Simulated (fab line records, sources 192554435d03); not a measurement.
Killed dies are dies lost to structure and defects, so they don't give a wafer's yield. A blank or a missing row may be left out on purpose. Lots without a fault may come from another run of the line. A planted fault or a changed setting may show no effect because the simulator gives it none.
fab line records | flow n5_finfet
record lots=7 wafers=21
route steps=1938 shown BEOL_M11@1539 BEOL_M12@1605 BEOL_M13@1662
start_h: hours from the record's first day to the start of the lot's first wafer shown | wait_h: hours since the lot's step before | " the same as in the row above | L1.1+2: a row that stands for several wafers | - no value, or no start given | * or withheld: withheld | < > ~ a bound
route shown NAME@n: a module of which the file shows steps, and the number in the route of the first | usual: mean/standard deviation of fault-free wafers | same: alike in all rows | chamber/n: place in a boat | sites: the reading at each site | _std_site: their standard deviation | _edge_site: outer sites' mean less inner sites' | radius_mm: how far each site lies from the wafer's centre | mask NAME#n: copy n | behind: the tool/chamber that last shaped the wafer | hold: why the lot was held/for how many hours/how that ended | device: the transistor (n, p or np) that didn't switch | end of line: the same wafers' tests at the end of the route | a step without rows: its recipe alone | killed: dies lost to structure and defects at the first sort, not the wafer's yield | map: a wafer's dies, x killed, . not, _ none there
set.NAME: the setting as run; set.NAME@STEP: as run at that earlier step | model.NAME: the simulator's own value behind a step, which no gauge read
lots whose settings were changed on purpose; a table a step, a row a wafer
## steps
# step N5_BEOL_M11_PECVD_70
# recipe material=SiO2 target_thk_a=200 temp_c=400 precursor=TEOS/O2 pressure_torr=5.5 rf_w=450 teos_flow_sccm=53.8 gas=O2 flow_sccm=3000 time_s=22.7
# columns lot.wafer tool chamber start_h wait_h set.time_s model.SiO2_of_BEOL_M11_PECVD_70.thk_nm
L075.1+5 pecvd-04 0,2 228.73 0.0 22.7 20.4
L075.6 " 0 " " 22.7 20.6
L080.1 pecvd-03 2 268.84 0.0 22.7 19.2
L080.3 " 0 " " 22.7 20
L080.4 " 0 " " 26.03 22.8
L083.2 pecvd-02 2 271.70 0.0 25.6 22.6
L083.3 " 0 " " 22.7 19.8
L083.5 " 0 " " 25.6 22.8
L081.1 pecvd-03 2 275.96 0.0 22.7 19.2
L081.5 " 1 " " 19.85 17.4
L081.6 " 0 " " 19.85 17.6
L085.1 pecvd-02 1 284.80 0.0 22.7 20
L085.3 " 0 " " 23.73 21
L085.6 " 0 " " 23.73 21.4
L088.1+2+3 pecvd-02 1,0,2 304.48 0.0 22.7 20
L097.1+5 pecvd-03 2 357.09 0.0 20.29 17.6
L097.6 " 0 " " 22.7 20.6
# step N5_BEOL_M11_HM_DEP_02
# recipe material=TiN target_thk_a=200 temp_c=25 chamber_pressure_pa=0.49996
# columns lot.wafer tool chamber start_h wait_h set.target_thk_a model.TiN_of_BEOL_M11_HM_DEP_02.thk_nm
L075.1 pvd_sputter-02 - 230.49 1.7 176.5 17.6
L075.5 " - " " 200 20.8
L075.6 " - " " 200 20.6
L080.1+3 pvd_sputter-01 - 269.73 0.9 208.7 21
L080.4 " - " " 200 19.8
L083.2 pvd_sputter-02 - 275.18 3.5 200 20.2
L083.3 " - " " 188.7 18.4
L083.5 " - " " 188.7 19.2
L081.1+6 pvd_sputter-03 - 276.05 0.1 220.9 22
L081.5 " - " " 200 20
L085.1 pvd_sputter-03 - 285.93 1.1 200 19.6
L085.3+6 " - " " 200 19.8
L088.1 pvd_sputter-02 - 305.64 1.1 200 19.8
L088.2 " - " " 200 20.6
L088.3 " - " " 200 20.2
L097.1 pvd_sputter-02 - 359.49 2.4 200 20.4
L097.5 " - " " 224.7 22.6
L097.6 " - " " 200 20.2
# step N5_BEOL_M11_COAT_59
# recipe resist=SOC temp_c=250 time_s=60 spin_rpm=1500 resist_thk_nm=100
# step N5_BEOL_M11_COAT_60
# recipe resist=SiARC temp_c=220 time_s=60 spin_rpm=1500 resist_thk_nm=30
# step N5_BEOL_M11_STRIP_68
# recipe chemistry=N2/H2 temp_c=40 n2_flow_sccm=200 h2_flow_sccm=200 rf_frequency_hz=6e+07
# step N5_BEOL_M11_STRIP_67
# recipe chemistry=CF4 resist=SiARC power_w=300 bias_power_w=75 pressure_mtorr=50 cf4_flow_sccm=150 rf_frequency_hz=6e+07
# step N5_BEOL_M11_HM_OPEN_17
# recipe chemistry=Cl2/BCl3 target_depth_a=200 overetch_a=60 target=TiN mask_material=SOC ion_energy_ev=150 pressure_mtorr=10 icp_w=1000 bias_w=126 Cl2_flow_sccm=53.25 bcl3_flow_sccm=21.75 Ar_flow_sccm=25
# columns lot.wafer tool chamber start_h wait_h set.target_thk_a@BEOL_M11_HM_DEP_02 model.etch.depth_nm
L075.1 rie_metal-02 0 231.25 0.0 176.5 17.51
L075.5 " 0 " " 200 20.77
L075.6 " 1 " " 200 20.52
L080.1 rie_metal-02 0 270.59 0.0 208.7 21.05
L080.3 " 1 " " 208.7 21.02
L080.4 " 0 " " 200 19.89
L083.2 rie_metal-03 1 276.08 0.1 200 20.29
L083.3 " 0 " " 188.7 18.42
L083.5 " 1 " " 188.7 19.25
L081.1 rie_metal-02 0 277.06 0.0 220.9 22.02
L081.5 " 0 " " 200 19.98
L081.6 " 1 " " 220.9 21.95
L085.1 rie_metal-01 1 286.66 0.0 200 19.59
L085.3 " 1 " " 200 19.73
L085.6 " 1 " " 200 19.74
L088.1 rie_metal-02 0 306.92 0.0 200 19.71
L088.2 " 1 " " 200 20.51
L088.3 " 0 " " 200 20.15
L097.1 rie_metal-03 0 360.38 0.0 200 20.49
L097.5 " 0 " " 224.7 22.56
L097.6 " 1 " " 200 20.22
# step N5_BEOL_M11_STRIP_19
# recipe chemistry=O2 power_w=400 temp_c=40 pressure_mtorr=30 rf_frequency_hz=6e+07 bias_power_w=0 overash_fraction=0.2 o2_flow_sccm=225
# step N5_BEOL_M11_STRIP_77
# recipe chemistry=N2/H2 time_s=10 power_w=450 temp_c=40 pressure_mtorr=20 rf_frequency_hz=6e+07 bias_power_w=7 n2_flow_sccm=200 h2_flow_sccm=200
# step N5_BEOL_M11_HM_STRIP_39
# recipe chemistry=peroxide_tin_strip material=TiN target_depth_a=250 temp_c=50 time_s=158
# columns lot.wafer tool chamber start_h wait_h set.time_s@BEOL_M11_PECVD_70 model.SiO2_of_BEOL_M11_PECVD_70.thk_nm
L075.1+5 wet_bench-05 0,6 235.56 0.0 22.7 20.2
L075.6 " 5 " " 22.7 20.4
L080.1 wet_bench-05 2 274.90 0.0 22.7 19.2
L080.3 " 7 " " 22.7 19.8
L080.4 " 6 " " 26.03 22.6
L083.2 wet_bench-02 4 278.35 0.0 25.6 22.4
L083.3 " 0 " " 22.7 19.8
L083.5 " 1 " " 25.6 22.6
L081.1 wet_bench-01 2 278.57 0.0 22.7 19
L081.5+6 " 1,5 " " 19.85 17.4
L085.1 wet_bench-02 3 289.86 0.0 22.7 20
L085.3 " 2 " " 23.73 20.8
L085.6 " 6 " " 23.73 21.2
L088.1+2+3 wet_bench-01 4,3,6 309.02 0.0 22.7 19.8
L097.1 wet_bench-02 5 361.61 0.0 20.29 17.4
L097.5 " 0 " " 20.29 17.6
L097.6 " 4 " " 22.7 20.4
# step N5_BEOL_M12_COAT_04
# recipe spin_rpm=1625 resist_thk_nm=400
# columns lot.wafer tool chamber start_h wait_h set.spin_rpm model.coat_of_BEOL_M12_COAT_04.thk_nm
L075.1 litho_track-04 0 - - 1675 394.2
L075.5+6 " 0 " " 1625 401.4
L080.1 litho_track-04 0 - - 1625 400.6
L080.3 " 0 " " 1625 399.8
L080.4 " 0 " " 1625 400.2
L083.2 litho_track-01 0 - - 1700 393.2
L083.3 " 0 " " 1700 391.2
L083.5 " 0 " " 1625 402
L081.1 litho_track-04 0 - - 1625 397.4
L081.5 " 0 " " 1754 381.8
L081.6 " 0 " " 1754 381.6
L085.1 litho_track-01 0 - - 1625 398.6
L085.3 " 0 " " 1625 400.2
L085.6 " 0 " " 1625 398.8
L088.1 litho_track-04 0 - - 1625 401.2
L088.2 " 0 " " 1625 401.4
L088.3 " 0 " " 1625 402
L097.1 litho_track-01 0 - - 1488 417.4
L097.5 " 0 " " 1488 420.4
L097.6 " 0 " " 1625 401.2
# step N5_BEOL_M12_DESCUM_15
# recipe chemistry=O2 time_s=7.9 source_power_w=50 bias_power_w=20 pressure_mtorr=20 rf_frequency_hz=2.712e+07 temp_c=40 o2_flow_sccm=225
# columns lot.wafer tool chamber start_h wait_h set.time_s
L075.1+5+6 rie_diel-04 2,1,0 239.13 0.1 7.9
L080.1 rie_diel-06 0 277.86 0.0 8.374
L080.3+4 " 1,2 " " 7.9
L083.2 rie_diel-01 0 282.76 0.3 6.189
L083.3+5 " 3,2 " " 7.9
L081.1+5+6 rie_diel-01 2,2,3 283.04 0.0 7.9
L085.1+3 rie_diel-01 1,0 294.24 0.0 9.229
L085.6 " 0 " " 7.9
L088.1+2+3 rie_diel-04 3,2,0 312.04 0.0 7.9
L097.1+5+6 rie_diel-06 1,0,3 366.37 0.0 7.9
# step N5_BEOL_M12_ETCH_59
# recipe chemistry=N2/H2 target=BARC target_depth_a=890 overetch_a=267 time_s=67.9 ion_energy_ev=200 pressure_mtorr=30 source_w=840 bias_w=150 n2_flow_sccm=200 h2_flow_sccm=200
# columns lot.wafer tool chamber start_h wait_h set.spin_rpm@BEOL_M12_COAT_04 model.coat_of_BEOL_M12_COAT_04.thk_nm
L075.1 rie_diel-04 2 239.17 0.0 1675 308.4
L075.5 " 1 " " 1625 321.8
L075.6 " 0 " " 1625 317
L080.1 rie_diel-06 0 277.89 0.0 1625 321.4
L080.3 " 1 " " 1625 312
L080.4 " 2 " " 1625 314.4
L083.2 rie_diel-01 0 282.80 0.0 1700 309
L083.3 " 3 " " 1700 311.2
L083.5 " 2 " " 1625 322.4
L081.1 rie_diel-01 2 283.07 0.0 1625 317.4
L081.5 " 2 " " 1754 302
L081.6 " 3 " " 1754 301.8
L085.1 rie_diel-01 1 294.28 0.0 1625 317.4
L085.3 " 0 " " 1625 315.6
L085.6 " 0 " " 1625 314.2
L088.1 rie_diel-04 3 312.08 0.0 1625 320.4
L088.2 " 2 " " 1625 316.6
L088.3 " 0 " " 1625 319.6
L097.1 rie_diel-06 1 366.41 0.0 1488 331
L097.5 " 0 " " 1488 341.2
L097.6 " 3 " " 1625 319
# step N5_BEOL_M12_VIA_ETCH_16
# recipe chemistry=C4F8/O2/Ar target=SiOC pressure_mtorr=30 source_w=3000 bias_w=700 Ar_flow_sccm=400 C4F8_flow_sccm=15 O2_flow_sccm=8 he_inner_torr=15 he_outer_torr=30 target_depth_a=7248 time_s=withheld ion_energy_ev=250 ends=cleared
# columns lot.wafer tool chamber start_h wait_h set.spin_rpm@BEOL_M12_COAT_04 model.coat_of_BEOL_M12_COAT_04.thk_nm
L075.1 rie_diel-04 2 239.22 0.0 1675 111.8
L075.5 " 1 " " 1625 124.8
L075.6 " 0 " " 1625 118.8
L080.1 rie_diel-06 0 277.94 0.0 1625 124.4
L080.3 " 1 " " 1625 117.4
L080.4 " 2 " " 1625 113.6
L083.2 rie_diel-01 0 282.85 0.0 1700 111.2
L083.3 " 3 " " 1700 116.6
L083.5 " 2 " " 1625 126.6
L081.1 rie_diel-01 2 283.13 0.0 1625 125.8
L081.5 " 2 " " 1754 106.6
L081.6 " 3 " " 1754 104.2
L085.1 rie_diel-01 1 294.33 0.0 1625 129.4
L085.3 " 0 " " 1625 124.2
L085.6 " 0 " " 1625 119.8
L088.1 rie_diel-04 3 312.13 0.0 1625 127
L088.2 " 2 " " 1625 122
L088.3 " 0 " " 1625 124.2
L097.1 rie_diel-06 1 366.46 0.0 1488 137.8
L097.5 " 0 " " 1488 143.4
L097.6 " 3 " " 1625 123.8
# step N5_BEOL_M12_STRIP_63
# recipe chemistry=N2/H2 power_w=1000 temp_c=250 h2_frac=0.65 overash_fraction=0.3 pressure_mtorr=1000 n2_flow_sccm=1750 h2_flow_sccm=3250
# usual strip_time_to_endpoint_s=42.6/1.1
# columns lot.wafer tool chamber start_h wait_h set.spin_rpm@BEOL_M12_COAT_04 strip_time_to_endpoint_s
L075.1 plasma_asher-01 1 239.42 - 1675 39.4
L075.5 " 0 " " 1625 43.0
L075.6 " 1 " " 1625 41.4
L080.1 plasma_asher-02 0 278.14 - 1625 42.9
L080.3 " 0 " " 1625 41.0
L080.4 " 1 " " 1625 40.0
L083.2 plasma_asher-02 0 283.06 - 1700 39.3
L083.3 " 1 " " 1700 40.8
L083.5 " 0 " " 1625 43.5
L081.1 plasma_asher-02 0 283.33 - 1625 43.2
L081.5 " 0 " " 1754 38.0
L081.6 " 1 " " 1754 37.4
L085.1 plasma_asher-02 1 294.53 - 1625 44.2
L085.3 " 1 " " 1625 42.8
L085.6 " 0 " " 1625 41.6
L088.1 plasma_asher-02 0 312.33 - 1625 43.6
L088.2 " 1 " " 1625 42.2
L088.3 " 0 " " 1625 42.8
L097.1 plasma_asher-01 1 366.66 - 1488 46.4
L097.5 " 1 " " 1488 47.9
L097.6 " 0 " " 1625 42.7
# step N5_BEOL_M13_COAT_04
# recipe spin_rpm=1625 resist_thk_nm=400
# columns lot.wafer tool chamber start_h wait_h set.spin_rpm model.coat_of_BEOL_M13_COAT_04.thk_nm
L075.1 litho_track-03 0 - - 1625 401
L075.5 " 0 " " 1770 384
L075.6 " 0 " " 1625 400.4
L080.1 litho_track-02 0 - - 1625 399.4
L080.3 " 0 " " 1625 401.2
L080.4 " 0 " " 1625 400.8
L083.2 litho_track-02 0 - - 1625 400
L083.3 " 0 " " 1449 423.6
L083.5 " 0 " " 1625 400.8
L081.1 litho_track-03 0 - - 1535 411.8
L081.5 " 0 " " 1625 401.2
L081.6 " 0 " " 1625 400.8
L085.1 litho_track-02 0 - - 1625 399
L085.3 " 0 " " 1625 399.4
L085.6 " 0 " " 1625 400.2
L088.1 litho_track-02 0 - - 1625 398.6
L088.2 " 0 " " 1625 399
L088.3 " 0 " " 1625 399.8
L097.1 litho_track-03 0 - - 1625 403
L097.5 " 0 " " 1672 397.6
L097.6 " 0 " " 1625 402.6
# step N5_BEOL_M13_EXPOSE_07
# recipe mask_id=V12 na=0.93 source_shape=conventional sigma_outer=0.6 polarization=unpolarized attpsm_phase_deg=180 dose_mj=24.8
# columns lot.wafer tool chamber start_h wait_h mask set.dose_mj
L075.1+5 krf_scanner-01 0 244.17 - V12#0 24.8
L075.6 " 0 " " V12#0 25.88
L080.1+4 krf_scanner-01 0 288.68 - V12#0 24.8
L080.3 " 0 " " V12#0 23.64
L083.2+3+5 krf_scanner-01 0 289.10 - V12#0 24.8
L081.1+6 krf_scanner-02 0 289.25 - V12#0 24.8
L081.5 " 0 " " V12#0 23.6
L085.1+3+6 krf_scanner-01 0 302.90 - V12#0 24.8
L088.1+2+3 krf_scanner-02 0 322.80 - V12#0 24.8
L097.1 krf_scanner-02 0 372.52 - V12#0 23.72
L097.5+6 " 0 " " V12#0 24.8
# step N5_BEOL_M13_PEB_08
# recipe peb_temp_c=130 peb_time_s=90
# step N5_BEOL_M13_DEVELOP_09
# recipe develop_time_s=45 rinse_liquid=diw dry=air_spin dev_temp_c=21
# step N5_BEOL_M13_HARDBAKE_14
# recipe temp_c=130 time_s=120
# step N5_BEOL_M13_CD_MEAS_10
# recipe target_cd_nm=190 landing_energy_ev=500 detector=se_inlens polarity=opening
# usual cd_nm=190.1/2
# columns lot.wafer tool chamber start_h wait_h set.dose_mj@BEOL_M13_EXPOSE_07 cd_nm
L075.1 cd_sem-03 0 244.34 - 24.8 190.3
L075.5 " 0 " " 24.8 192.1
L075.6 " 0 " " 25.88 194.9
L080.1 cd_sem-02 0 288.86 - 24.8 192.5
L080.3 " 0 " " 23.64 185.2
L080.4 " 0 " " 24.8 193.6
L083.2 cd_sem-01 0 289.27 - 24.8 191.3
L083.3 " 0 " " 24.8 190.3
L083.5 " 0 " " 24.8 190.2
L081.1 cd_sem-03 0 289.43 - 24.8 188.6
L081.5 " 0 " " 23.6 183.8
L081.6 " 0 " " 24.8 188.5
L085.1 cd_sem-03 0 303.07 - 24.8 188.1
L085.3 " 0 " " 24.8 190.6
L085.6 " 0 " " 24.8 189.9
L088.1 cd_sem-02 0 322.98 - 24.8 191.2
L088.2 " 0 " " 24.8 188.2
L088.3 " 0 " " 24.8 190.1
L097.1 cd_sem-03 0 372.69 - 23.72 185.2
L097.5 " 0 " " 24.8 187.9
L097.6 " 0 " " 24.8 188.7
# step N5_BEOL_M13_DESCUM_15
# recipe chemistry=O2 time_s=7.9 source_power_w=50 bias_power_w=20 pressure_mtorr=20 rf_frequency_hz=2.712e+07 temp_c=40 o2_flow_sccm=225
# step N5_BEOL_M13_ETCH_59
# recipe chemistry=N2/H2 target=BARC target_depth_a=890 overetch_a=267 time_s=67.9 ion_energy_ev=200 pressure_mtorr=30 source_w=840 bias_w=150 n2_flow_sccm=200 h2_flow_sccm=200
# columns lot.wafer tool chamber start_h wait_h set.spin_rpm@BEOL_M13_COAT_04 model.coat_of_BEOL_M13_COAT_04.thk_nm
L075.1 rie_diel-02 0 244.72 0.0 1625 315.6
L075.5 " 3 " " 1770 303.8
L075.6 " 2 " " 1625 320
L080.1 rie_diel-05 3 289.07 0.0 1625 315.6
L080.3 " 2 " " 1625 316.4
L080.4 " 1 " " 1625 318.2
L083.2 rie_diel-05 1 290.76 0.0 1625 317.6
L083.3 " 3 " " 1449 340.2
L083.5 " 1 " " 1625 318.8
L081.1 rie_diel-02 0 290.80 0.0 1535 326.4
L081.5 " 0 " " 1625 315.6
L081.6 " 1 " " 1625 318
L085.1 rie_diel-05 3 303.25 0.0 1625 315.6
L085.3 " 1 " " 1625 317.6
L085.6 " 0 " " 1625 316.6
L088.1 rie_diel-02 3 323.20 0.0 1625 317.8
L088.2 " 2 " " 1625 319
L088.3 " 1 " " 1625 317.2
L097.1 rie_diel-05 3 372.82 0.0 1625 320
L097.5 " 3 " " 1672 314.6
L097.6 " 2 " " 1625 318.6
# step N5_BEOL_M13_VIA_ETCH_16
# recipe chemistry=C4F8/O2/Ar target=SiOC pressure_mtorr=30 source_w=3000 bias_w=700 Ar_flow_sccm=400 C4F8_flow_sccm=15 O2_flow_sccm=8 he_inner_torr=15 he_outer_torr=30 target_depth_a=9217 time_s=withheld ion_energy_ev=250 ends=cleared
# columns lot.wafer tool chamber start_h wait_h set.spin_rpm@BEOL_M13_COAT_04 model.coat_of_BEOL_M13_COAT_04.thk_nm
L075.1 rie_diel-02 0 244.77 0.0 1625 66
L075.5 " 3 " " 1770 50.6
L075.6 " 2 " " 1625 68.6
L080.1 rie_diel-05 3 289.12 0.0 1625 69.6
L080.3 " 2 " " 1625 72.6
L080.4 " 1 " " 1625 66.4
L083.2 rie_diel-05 1 290.81 0.0 1625 76.4
L083.3 " 3 " " 1449 90
L083.5 " 1 " " 1625 64.6
L081.1 rie_diel-02 0 290.86 0.0 1535 80.6
L081.5 " 0 " " 1625 65.4
L081.6 " 1 " " 1625 65
L085.1 rie_diel-05 3 303.30 0.0 1625 67.8
L085.3 " 1 " " 1625 74
L085.6 " 0 " " 1625 71.8
L088.1 rie_diel-02 3 323.25 0.0 1625 73
L088.2 " 2 " " 1625 75.6
L088.3 " 1 " " 1625 68
L097.1 rie_diel-05 3 372.88 0.0 1625 72.2
L097.5 " 3 " " 1672 66.6
L097.6 " 2 " " 1625 67.8
# step N5_BEOL_M13_STRIP_63
# recipe chemistry=N2/H2 power_w=1000 temp_c=250 h2_frac=0.65 overash_fraction=0.3 pressure_mtorr=1000 n2_flow_sccm=1750 h2_flow_sccm=3250
# usual strip_time_to_endpoint_s=27.7/1.1
# columns lot.wafer tool chamber start_h wait_h set.spin_rpm@BEOL_M13_COAT_04 strip_time_to_endpoint_s
L075.1 plasma_asher-01 0 245.01 - 1625 26.5
L075.5 " 1 " " 1770 21.8
L075.6 " 0 " " 1625 27.2
L080.1 plasma_asher-01 0 289.36 - 1625 27.6
L080.3 " 1 " " 1625 28.4
L080.4 " 0 " " 1625 26.6
L083.2 plasma_asher-02 0 291.05 - 1625 29.5
L083.3 " 0 " " 1449 33.4
L083.5 " 1 " " 1625 26.1
L081.1 plasma_asher-01 0 291.09 - 1535 30.8
L081.5 " 0 " " 1625 26.3
L081.6 " 1 " " 1625 26.2
L085.1 plasma_asher-01 1 303.55 - 1625 27.0
L085.3 " 0 " " 1625 28.9
L085.6 " 0 " " 1625 28.2
L088.1 plasma_asher-02 1 323.49 - 1625 28.5
L088.2 " 0 " " 1625 29.3
L088.3 " 1 " " 1625 27.1
L097.1 plasma_asher-02 1 373.11 - 1625 28.3
L097.5 " 1 " " 1672 26.6
L097.6 " 0 " " 1625 27.0
# step N5_BEOL_M13_STRIP_64
# recipe chemistry=N2/H2 power_w=1000 temp_c=250 h2_frac=0.65 overash_fraction=0.3 pressure_mtorr=withheld n2_flow_sccm=1750 h2_flow_sccm=3250
# step N5_BEOL_M13_STRIP_71
# recipe chemistry=post_etch_residue_remover time_s=60 temp_c=25 remover_ph=withheld remover_water_wt_pct=withheld remover_fluoride_wt_pct=withheld
# step N5_BEOL_M13_SRD_72
# recipe time_s=30 temp_c=23 rinse_liquid=diw dry=n2_spin spin_rpm=1500 dry_time_s=30
# step N5_BEOL_M13_CD_MEAS_17
# recipe target_cd_nm=190 polarity=opening
# usual cd_nm=191.1/2.3
# columns lot.wafer tool chamber start_h wait_h set.dose_mj@BEOL_M13_EXPOSE_07 cd_nm
L075.1 cd_sem-03 - 245.21 0.0 24.8 189.6
L075.5 " - " " 24.8 192.1
L075.6 " - " " 25.88 196.9
L080.1 cd_sem-03 - 289.56 0.0 24.8 194.7
L080.3 " - " " 23.64 188.4
L080.4 " - " " 24.8 194.7
L083.2 cd_sem-01 - 291.26 0.0 24.8 191.5
L083.3 " - " " 24.8 191.3
L083.5 " - " " 24.8 190.2
L081.1 cd_sem-02 - 291.30 0.0 24.8 187.9
L081.5 " - " " 23.6 182.5
L081.6 " - " " 24.8 189.3
L085.1 cd_sem-02 - 303.75 0.0 24.8 188.5
L085.3 " - " " 24.8 190.4
L085.6 " - " " 24.8 190.7
L088.1 cd_sem-01 - 323.70 0.0 24.8 191.2
L088.2 " - " " 24.8 188.9
L088.3 " - " " 24.8 191.5
L097.1 cd_sem-02 - 373.32 0.0 23.72 185.3
L097.5 " - " " 24.8 188.0
L097.6 " - " " 24.8 191.3
## key
split step=N5_BEOL_M11_PECVD_70 setting=time_s stated=22.7 by=wafer
response step=N5_BEOL_M11_PECVD_70 reading=model.SiO2_of_BEOL_M11_PECVD_70.thk_nm change=+0.213 per=1% r=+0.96
response step=N5_BEOL_M11_HM_STRIP_39 reading=model.SiO2_of_BEOL_M11_PECVD_70.thk_nm change=+0.202 per=1% r=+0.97
split step=N5_BEOL_M11_HM_DEP_02 setting=target_thk_a stated=200 by=wafer
response step=N5_BEOL_M11_HM_DEP_02 reading=model.TiN_of_BEOL_M11_HM_DEP_02.thk_nm change=+0.219 per=1% r=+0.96
response step=N5_BEOL_M11_HM_OPEN_17 reading=model.etch.depth_nm change=+0.218 per=1% r=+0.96
split step=N5_BEOL_M12_COAT_04 setting=spin_rpm stated=1625 by=wafer
response step=N5_BEOL_M12_COAT_04 reading=model.coat_of_BEOL_M12_COAT_04.thk_nm change=-2.07 per=1% r=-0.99
response step=N5_BEOL_M12_ETCH_59 reading=model.coat_of_BEOL_M12_COAT_04.thk_nm change=-2.17 per=1% r=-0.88
response step=N5_BEOL_M12_VIA_ETCH_16 reading=model.coat_of_BEOL_M12_COAT_04.thk_nm change=-2.38 per=1% r=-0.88
response step=N5_BEOL_M12_STRIP_63 reading=strip_time_to_endpoint_s change=* per=1% r=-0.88
split step=N5_BEOL_M12_DESCUM_15 setting=time_s stated=7.9 by=wafer
response none clear
split step=N5_BEOL_M13_COAT_04 setting=spin_rpm stated=1625 by=wafer
response step=N5_BEOL_M13_COAT_04 reading=model.coat_of_BEOL_M13_COAT_04.thk_nm change=-2.01 per=1% r=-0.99
response step=N5_BEOL_M13_ETCH_59 reading=model.coat_of_BEOL_M13_COAT_04.thk_nm change=-1.82 per=1% r=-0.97
response step=N5_BEOL_M13_VIA_ETCH_16 reading=model.coat_of_BEOL_M13_COAT_04.thk_nm change=-1.93 per=1% r=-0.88
response step=N5_BEOL_M13_STRIP_63 reading=strip_time_to_endpoint_s change=* per=1% r=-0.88
split step=N5_BEOL_M13_EXPOSE_07 setting=dose_mj stated=24.8 by=wafer
response step=N5_BEOL_M13_CD_MEAS_10 reading=cd_nm change=+1.07 per=1% r=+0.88
response step=N5_BEOL_M13_CD_MEAS_17 reading=cd_nm change=+1.26 per=1% r=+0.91
